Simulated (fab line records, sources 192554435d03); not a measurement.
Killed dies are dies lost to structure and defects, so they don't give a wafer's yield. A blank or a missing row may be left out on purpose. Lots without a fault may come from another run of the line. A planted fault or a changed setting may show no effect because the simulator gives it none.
One fault seen from 3 desks | flow n5_finfet | each desk has only its own numbers; what lay behind them comes last

THE TOOL OWNER'S DESK: rie_si-05
The tool's own readings at N5_FIN_SAQP_MANDREL_ETCH_22 (etches a-Si in HBr/Cl2, stops on SiNx, target depth 60 nm, bt time 10 s, time 30 s): means of the sampled wafers that have a number, for each lot that ran on this tool. A lot is out of limits, marked OUT, if its mean lies more than 4 standard deviations from the usual mean; the brackets give that distance.
Columns: A = HBr_flow_sccm at N5_FIN_SAQP_MANDREL_ETCH_22, usual 150.0 sccm; B = drypump_motor_current_A at N5_FIN_SAQP_MANDREL_ETCH_22, usual 5.7 A; C = oes_product_au at N5_FIN_SAQP_MANDREL_ETCH_22, usual 0.765 a.u.; D = throttle_valve_pct at N5_FIN_SAQP_MANDREL_ETCH_22, usual 35.4 %
lot  | first seen here | A     | B   | C                | D
L114 | day 2 11:08     | 149.7 | 5.2 | 0.760            | 35.5
L115 | day 2 16:28     | 150.3 | 5.8 | 0.764            | 35.4
L121 | day 4 04:40     | 150.1 | 6.3 | 0.733            | 35.6
L122 | day 4 10:34     | 150.1 | 6.3 | 0.669 (-8.0) OUT | 35.8
L123 | day 4 17:01     | 149.8 | 5.7 | 0.659 (-8.9) OUT | 35.8
This desk's finding: out of limits on L122, L123; first on L122, day 4 10:34 (oes_product_au at N5_FIN_SAQP_MANDREL_ETCH_22). In limits: L114, L115, L121.

THE METROLOGY DESK
What the gauges read, lot by lot, whatever tool the lot ran on: means of the sampled wafers that have a number. A lot is out of limits, marked OUT, if its mean lies more than 4 standard deviations from the usual mean; the brackets give that distance. Of its 11 readings 7 are shown: those that lie furthest out on some lot.
Columns: A = FIN_CORE_OVL at N5_FIN_SAQP_OVL_MEAS_17, usual 0.2 nm; B = DIBL_P at N5_BEOL_M4_RC_MEAS_101, usual 37.1 mV/V; C = IOFF_N at N5_BEOL_M4_RC_MEAS_101, usual 0.17 nA/um; D = IOFF_P at N5_BEOL_M4_RC_MEAS_101, usual 0.23 nA/um; E = SS_N at N5_BEOL_M4_RC_MEAS_101, usual 71.8 mV/dec; F = SS_P at N5_BEOL_M4_RC_MEAS_101, usual 73.6 mV/dec; G = VT_N at N5_BEOL_M4_RC_MEAS_101, usual 250 mV
lot  | first seen here | A    | B    | C    | D    | E    | F    | G
L112 | day 1 21:40     | 0.1  | 37.9 | 0.19 | 0.20 | 72.0 | 73.8 | 249
L114 | day 2 10:47     | 0.0  | 42.5 | 0.26 | 0.32 | 72.3 | 74.6 | 243
L115 | day 2 16:08     | -0.4 | 34.5 | 0.14 | 0.18 | 70.9 | 72.7 | 251
L116 | day 2 22:05     | 0.2  | 35.7 | 0.15 | 0.20 | 72.1 | 74.2 | 253
L121 | day 4 04:20     | -0.4 | 34.8 | 0.14 | 0.21 | 70.4 | 73.4 | 250
L122 | day 4 09:53     | 1.1  | -    | -    | -    | -    | -    | -
L123 | day 4 16:40     | 1.6  | -    | -    | -    | -    | -    | -
L124 | day 5 00:29     | -0.4 | 38.5 | 0.19 | 0.25 | 72.3 | 73.4 | 252
L128 | day 5 23:35     | -0.1 | 40.1 | 0.20 | 0.26 | 72.5 | 73.3 | 246
L131 | day 6 15:43     | 0.6  | 42.1 | 0.25 | 0.31 | 73.7 | 75.2 | 244
This desk's finding: nothing out of limits on any of the 10 lots.

THE DEFECT DESK
What the inspections along the route counted, lot by lot: means of the sampled wafers that have a number. A lot is out of limits, marked OUT, if its mean lies more than 4 standard deviations from the usual mean; the brackets give that distance.
Columns: A = raw_defect_count at N5_PMOS_HMC_CHANNEL_EPI_INSPECT_30, usual 19; B = raw_defect_count at N5_FIN_SAQP_INSPECT_40, usual 229
lot  | first seen here | A  | B
L112 | day 1 20:12     | 21 | 243
L114 | day 2 09:24     | 24 | 302
L115 | day 2 14:44     | 31 | 240
L116 | day 2 20:43     | 11 | 247
L121 | day 4 02:49     | 17 | 1092 (+15) OUT
L122 | day 4 08:39     | 17 | 1870 (+28) OUT
L123 | day 4 15:04     | 26 | 1816 (+27) OUT
L124 | day 4 20:25     | 18 | 177
L128 | day 5 21:20     | 24 | 312
L131 | day 6 14:08     | 22 | 274
This desk's finding: out of limits on L121, L122, L123; first on L121, day 4 09:10 (raw_defect_count at N5_FIN_SAQP_INSPECT_40). In limits: L112, L114, L115, L116, L124, L128, L131.

PUT TOGETHER
The defect desk could have raised an alarm at day 4 09:10, on L121, L122, L123.
The tool owner's desk could have raised an alarm at day 4 10:34, on L122, L123.
The metrology desk saw nothing out of limits.
The tool owner's desk has L121 on record, within its limits.
The metrology desk has L121, L122, L123 on record, within its limits.
Of the lots named, all ran N5_FIN_SAQP_MANDREL_ETCH_22 on rie_si-05.

WHAT THE SIMULATOR HAD PUT IN
Process parameter drift: rie_si-05, from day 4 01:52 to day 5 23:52, at N5_FIN_SAQP_MANDREL_ETCH_22. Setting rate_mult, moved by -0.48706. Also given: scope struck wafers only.
Lots struck among those shown: L121, L122, L123.
Hours from the fault's start to each desk's first reading out of limits: the defect desk, 7; the tool owner's desk, 9.
